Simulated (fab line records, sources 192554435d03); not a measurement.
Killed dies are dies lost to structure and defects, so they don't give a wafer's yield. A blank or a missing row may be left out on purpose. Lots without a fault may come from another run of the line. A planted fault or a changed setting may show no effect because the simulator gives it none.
Split-lot experiment | flow n5_finfet | 7 lots, 21 wafers read, on a route of 1938 steps

THE SPLIT
At N5_MOL_CONTACT_COAG_ALD_123 (deposits SiNx, target thk 5 nm, pulse time 1 s, purge time 2 s), the setting ald_cycles was moved away from the recipe's 100 on 9 of the 21 wafers read, by -11.0% to +7.0%. The other wafers ran this setting at the recipe's value.

FROM THE SPLIT TO THE READING: what the file shows between them, 11 steps
- N5_MOL_CONTACT_COAG_COAT_78: resist thk 40 nm (also split here: spin_rpm)
- N5_MOL_CONTACT_COAG_EBR_80
- N5_MOL_CONTACT_COAG_SOFTBAKE_79: time 60 s
- N5_MOL_CONTACT_COAG_EXPOSE_81: exposes mask VG, defocus 0 nm
- N5_MOL_CONTACT_COAG_PEB_82: peb time 60 s
- N5_MOL_CONTACT_COAG_DEVELOP_83: develop time 30 s
- N5_MOL_CONTACT_COAG_DESCUM_88: chemistry O2, time 7 s
- N5_MOL_CONTACT_COAG_ETCH_89: etches underlayer in N2/H2, target depth 13 nm, time 10.4 s
- N5_MOL_CONTACT_COAG_ETCH_90: etches SiARC in CF4, target depth 13 nm, time 21.7 s
- N5_MOL_CONTACT_COAG_STRIP_120: strips in CHF3
- N5_MOL_CONTACT_COAG_VIA_ETCH_117: etches SiO2 in C4F6/O2, target depth 40 nm, overetch 8 nm, time 26 s

THE READING
etch.depth_nm (the simulator's own value, which no gauge read), in nm, at N5_MOL_CONTACT_COAG_ETCH_124 (etches SiNx in CH3F/O2, stops on SiOC, target depth 6.5 nm). The file gives no usual value for it. The 12 wafers here that ran the recipe average 5.014 nm, standard deviation 0.019 nm.

wafer  | tool, chamber at the split | ald_cycles as run | against the recipe | etch.depth_nm, nm | against lot-mates on the recipe
L075.1 | ald_sin-02, 3,0            | 100               | recipe             | 5.01              | -
L075.3 | ald_sin-02, 3,0            | 100               | recipe             | 5.026             | -
L075.4 | ald_sin-02, 1              | 105               | +5.0%              | 5.236             | +0.218
L080.2 | ald_sin-02, 1,0            | 104               | +4.0%              | 5.209             | +0.173
L080.4 | ald_sin-02, 1,0            | 104               | +4.0%              | 5.246             | +0.210
L080.6 | ald_sin-02, 0              | 100               | recipe             | 5.036             | -
L088.1 | ald_sin-02, 0,2            | 107               | +7.0%              | 5.357             | +0.337
L088.3 | ald_sin-02, 0,2            | 107               | +7.0%              | 5.342             | +0.322
L088.4 | ald_sin-02, 1              | 100               | recipe             | 5.02              | -
L090.3 | ald_sin-01, 3,2,3          | 100               | recipe             | 5.02              | -
L090.4 | ald_sin-01, 3,2,3          | 100               | recipe             | 5.012             | -
L090.6 | ald_sin-01, 3,2,3          | 100               | recipe             | 5.005             | -
L091.3 | ald_sin-02, 0,2,3          | 100               | recipe             | 5.024             | -
L091.5 | ald_sin-02, 0,2,3          | 100               | recipe             | 5.001             | -
L091.6 | ald_sin-02, 0,2,3          | 100               | recipe             | 5.047             | -
L093.2 | ald_sin-01, 1              | 100               | recipe             | 4.988             | -
L093.3 | ald_sin-01, 2,1            | 93                | -7.0%              | 4.619             | -0.369
L093.6 | ald_sin-01, 2,1            | 93                | -7.0%              | 4.661             | -0.327
L095.2 | ald_sin-04, 2              | 100               | recipe             | 4.976             | -
L095.3 | ald_sin-04, 1,2            | 89                | -11.0%             | 4.424             | -0.552
L095.5 | ald_sin-04, 1,2            | 89                | -11.0%             | 4.414             | -0.562
Where a row lists several chambers, the file gives one row for several wafers and doesn't say which wafer went through which chamber.

THE FIT
A straight line over all 21 wafers: etch.depth_nm changes by +0.0521 nm for each +1% of ald_cycles; r = +1.00; the points scatter about the line by 0.022 nm.
The same after taking each lot's own level away (the mean of its wafers on the recipe; 21 wafers): +0.0491 nm for each +1%; r = +1.00; scatter 0.015 nm.
On that fit, the largest move of ald_cycles shifts the reading by 0.54 nm.
The lots' own levels span 4.9760 to 5.0360 nm, that is 3.2 times the standard deviation above.
So the lot-to-lot level changes the slope little: the two slopes agree.
Check: with one of the wafers moved furthest among these (-11.0%) left out of the fit, the line predicts -0.543 nm for it against its lot-mates. It came out at -0.552 nm against them.

OTHER SPLITS ON THESE WAFERS
These wafers also went through other splits before the reading. Each is held against what the fit with the lots' levels taken away leaves over:
other split on the same wafers       | wafers away from the commonest value | r with etch.depth_nm (lot level and that fit taken away)
N5_MOL_CONTACT_COAG_ETCH_105 bias_w  | 5                                    | -0.18
N5_MOL_CONTACT_COAG_COAT_78 spin_rpm | 7                                    | -0.02

THE WHOLE CHAIN: every reading that the file lists as answering this split, in the file's order
step                         | what it does                                                   | reading                                                                                  | change (the file's fit)                | r (the file's)
N5_MOL_CONTACT_COAG_ALD_123  | deposits SiNx, target thk 5 nm, pulse time 1 s, purge time 2 s | SiNx_of_MOL_CONTACT_COAG_ALD_123.thk_nm (the simulator's own value, which no gauge read) | +0.0538 nm for each +1% of the setting | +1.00
N5_MOL_CONTACT_COAG_ETCH_124 | etches SiNx in CH3F/O2, stops on SiOC, target depth 6.5 nm     | etch.depth_nm (the simulator's own value, which no gauge read)                           | +0.0489 nm for each +1% of the setting | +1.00

THE FILE'S OWN FIT
etch.depth_nm changes by +0.0489 nm for each +1% of ald_cycles, r = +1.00.
